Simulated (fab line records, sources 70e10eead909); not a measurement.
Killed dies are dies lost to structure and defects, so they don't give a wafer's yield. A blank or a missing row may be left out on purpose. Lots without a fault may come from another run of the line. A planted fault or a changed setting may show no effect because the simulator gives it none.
fab line records | flow nand_harc
record lots=6 wafers=18 last_day=33
route steps=1302 shown P_M0@280 P_M1@285
lots that met no fault: from a run of the same line without faults
start_h: hours from the record's first day to the start of the lot's first wafer shown | wait_h: hours since the lot's step before | " the same as in the row above | L1.1+2: a row that stands for several wafers | - no value, or no start given | * or withheld: withheld | < > ~ a bound
route shown NAME@n: a module of which the file shows steps, and the number in the route of the first | usual: mean/standard deviation of fault-free wafers | same: alike in all rows | chamber/n: place in a boat | sites: the reading at each site | _std_site: their standard deviation | _edge_site: outer sites' mean less inner sites' | radius_mm: how far each site lies from the wafer's centre | mask NAME#n: copy n | behind: the tool/chamber that last shaped the wafer | hold: why the lot was held/for how many hours/how that ended | device: the transistor (n, p or np) that didn't switch | end of line: the same wafers' tests at the end of the route | a step without rows: its recipe alone | killed: dies lost to structure and defects at the first sort, not the wafer's yield | map: a wafer's dies, x killed, . not, _ none there
set.NAME: the setting as run; set.NAME@STEP: as run at that earlier step | model.NAME: the simulator's own value behind a step, which no gauge read
lots at some steps of the route; a table a step, a row a wafer
services: from which hour (start_h, from the record's first day; less than 0 if before it) a tool's chamber was out of use, for how many hours, and why
## steps
# step NHARC_P_M0_SRD_25
# step NHARC_P_M0_INSPECT_27
# usual raw_defect_count=298/110
# columns lot.wafer tool chamber start_h wait_h raw_defect_count
L414.2 defect_inspect-02 - 134.61 0.0 310
L414.3 " - " " 303
L414.5 " - " " 242
L417.1 defect_inspect-02 - 167.20 0.0 171
L417.3 " - " " 234
L417.4 " - " " 341
L418.1 defect_inspect-02 - 180.99 0.0 187
L418.2 " - " " 127
L418.6 " - " " 153
L431.4 defect_inspect-01 - 310.58 0.0 371
L431.5 " - " " 305
L431.6 " - " " 372
L432.1 defect_inspect-02 - 311.83 0.0 305
L432.4 " - " " 439
L432.6 " - " " 343
L436.2 defect_inspect-01 - 360.11 0.0 464
L436.5 " - " " 332
L436.6 " - " " 264
# step NHARC_P_M0_PRE_CLEAN_31
# recipe time_s=12 temp_c=370 rf_power_w=300 gas=NH3
# usual heater_power_w=612/79
# same time_s=12
# columns lot.wafer tool chamber start_h wait_h heater_power_w since_wet_clean_h
L414.2 pecvd-02 0 134.67 0.1 608 75
L414.3 " 1 " " 604 76
L414.5 " 1 " " 583 -
L417.1 pecvd-02 1 167.27 0.1 660 108
L417.3 " 2 " " 624 108
L417.4 " 2 " " 610 -
L418.2 pecvd-02 0 181.05 0.1 705 122
L418.1 " 2 " " 610 122
L418.6 " 0 " " 709 -
L431.5 pecvd-04 0 310.68 0.1 563 -
L431.6 " 1 " " 674 -
L431.4 " 2 " " 506 -
L432.1 pecvd-02 2 311.92 0.1 611 72
L432.6 " 0 " " 725 -
L432.4 " 1 " " 659 -
L436.2 pecvd-04 1 360.21 0.1 670 78
L436.5 " 0 " " 567 -
L436.6 " 1 " " 683 -
# step NHARC_P_M0_DEP_32
# recipe target_thk_a=300 temp_c=370 target_thk_nm=30 pressure_torr=3 flow_sccm=200 rf_w=450 material=SiCN
# usual heater_power_w=549/72
# columns lot.wafer tool chamber start_h wait_h heater_power_w since_wet_clean_h
L414.2 pecvd-02 0 134.75 0.1 642 76
L414.3 " 1 " " 562 76
L414.5 " 1 " " 547 -
L417.1 pecvd-02 1 167.35 0.1 574 108
L417.3 " 2 " " 562 108
L417.4 " 2 " " 568 -
L418.2 pecvd-02 0 181.13 0.1 665 122
L418.1 " 2 " " 553 122
L418.6 " 0 " " 655 -
L431.5 pecvd-04 0 310.85 0.2 475 -
L431.6 " 1 " " 575 -
L431.4 " 2 " " 405 -
L432.1 pecvd-02 2 312.06 0.1 528 72
L432.6 " 0 " " 652 -
L432.4 " 1 " " 594 -
L436.2 pecvd-04 1 360.35 0.1 594 78
L436.5 " 0 " " 509 -
L436.6 " 1 " " 586 -
# step NHARC_P_M1_DEP_00
# recipe target_thk_a=1825 target_thk_nm=182.5 temp_c=withheld pressure_torr=5 flow_sccm=200 rf_w=600 material=SiOC
# step NHARC_P_M1_DEHYDRATE_01
# recipe temp_c=150 time_s=120
# step NHARC_P_M1_HMDS_02
# recipe time_s=30
# step NHARC_P_M1_COAT_34
# recipe temp_c=200 time_s=65
# step NHARC_P_M1_COAT_03
# recipe spin_rpm=1500 resist_thk_nm=90
# step NHARC_P_M1_SOFTBAKE_04
# recipe temp_c=105 time_s=55
# step NHARC_P_M1_EBR_05
# step NHARC_P_M1_EXPOSE_06
# recipe na=1.35 target_cd_nm=130 dose_mj=81.88 mask_id=P_M1
# usual exposure_dose_mJ_cm2=81.78/0.082 focus_offset_nm=-0.1/0.55
# columns lot.wafer tool chamber start_h wait_h mask exposure_dose_mJ_cm2 focus_offset_nm
L414.2 arfi_scanner-02 0 135.84 - P_M1#0 81.78 0.3
L414.3 " 0 " " P_M1#0 81.74 -0.5
L414.5 " 0 " " P_M1#0 81.90 -0.7
L417.1 arfi_scanner-01 - 168.43 - P_M1#0 - -
L417.3 " - " " P_M1#0 - -
L417.4 " - " " P_M1#0 - -
L418.1 arfi_scanner-02 - 182.24 - P_M1#0 - -
L418.2 " - " " P_M1#0 - -
L418.6 " - " " P_M1#0 - -
L431.4 arfi_scanner-03 0 311.84 - P_M1#0 81.69 -0.6
L431.5 " 0 " " P_M1#0 81.66 -1.2
L431.6 " 0 " " P_M1#0 81.73 0.1
L432.1 arfi_scanner-03 0 312.96 - P_M1#0 81.85 -0.9
L432.4 " 0 " " P_M1#0 81.81 0.1
L432.6 " 0 " " P_M1#0 81.81 -0.7
L436.2 arfi_scanner-01 0 361.37 - P_M1#0 81.67 -0.4
L436.5 " 0 " " P_M1#0 81.73 -0.4
L436.6 " 0 " " P_M1#0 81.70 -0.6
# step NHARC_P_M1_PEB_07
# recipe peb_temp_c=100 peb_time_s=65
## services
# columns tool chamber start_h hours kind
arfi_scanner-01 - 134.80 6.3 repair
arfi_scanner-02 - 140.00 4.0 pm
pecvd-04 2 145.47 6.3 repair
arfi_scanner-03 - 196.00 4.0 pm
pecvd-02 - 227.19 13.0 pm
pecvd-02 0 227.19 13.0 vent_cycle
pecvd-02 1 227.19 13.0 vent_cycle
pecvd-02 2 227.19 13.0 vent_cycle
pecvd-02 0 240.19 - clean
pecvd-02 1 240.19 - clean
pecvd-02 2 240.19 - clean
arfi_scanner-01 - 252.00 4.0 pm
pecvd-04 - 269.45 13.0 pm
pecvd-04 0 269.45 13.0 vent_cycle
pecvd-04 1 269.45 13.0 vent_cycle
pecvd-04 2 269.45 13.0 vent_cycle
arfi_scanner-03 - 274.92 1.1 repair
pecvd-02 2 277.93 7.5 repair
pecvd-04 0 282.45 - clean
arfi_scanner-01 - 299.31 3.9 repair
arfi_scanner-02 - 312.00 4.0 pm
arfi_scanner-01 - 340.20 2.1 repair
pecvd-02 0 352.36 3.4 repair
arfi_scanner-01 - 359.68 1.2 repair
## key
first_sign step=NHARC_P_M1_EXPOSE_06 reading=tool_record direction=missing
effect none on later readings
met_at NHARC_P_M1_EXPOSE_06
struck_wafers L417.1,L417.3,L417.4,L418.1,L418.2,L418.6
later_rows_left_out L417.1,L417.3,L417.4,L418.1,L418.2,L418.6
sort_left_out L417.1,L417.3,L417.4,L418.1,L418.2,L418.6
onset_between 135.84 168.43
fault kind=skipped_step_whole tool=arfi_scanner-01,arfi_scanner-02 chamber=- onset_h=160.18 steps=NHARC_P_M1_EXPOSE_06 scope=struck_lots_only
# sort_left_out: the simulated sort isn't trusted on such a fault, so these wafers' sort isn't shown, and their yield isn't known
# later_rows_left_out: the simulator's readings of these wafers behind a module that went badly wrong aren't trusted and aren't shown, but for the sort
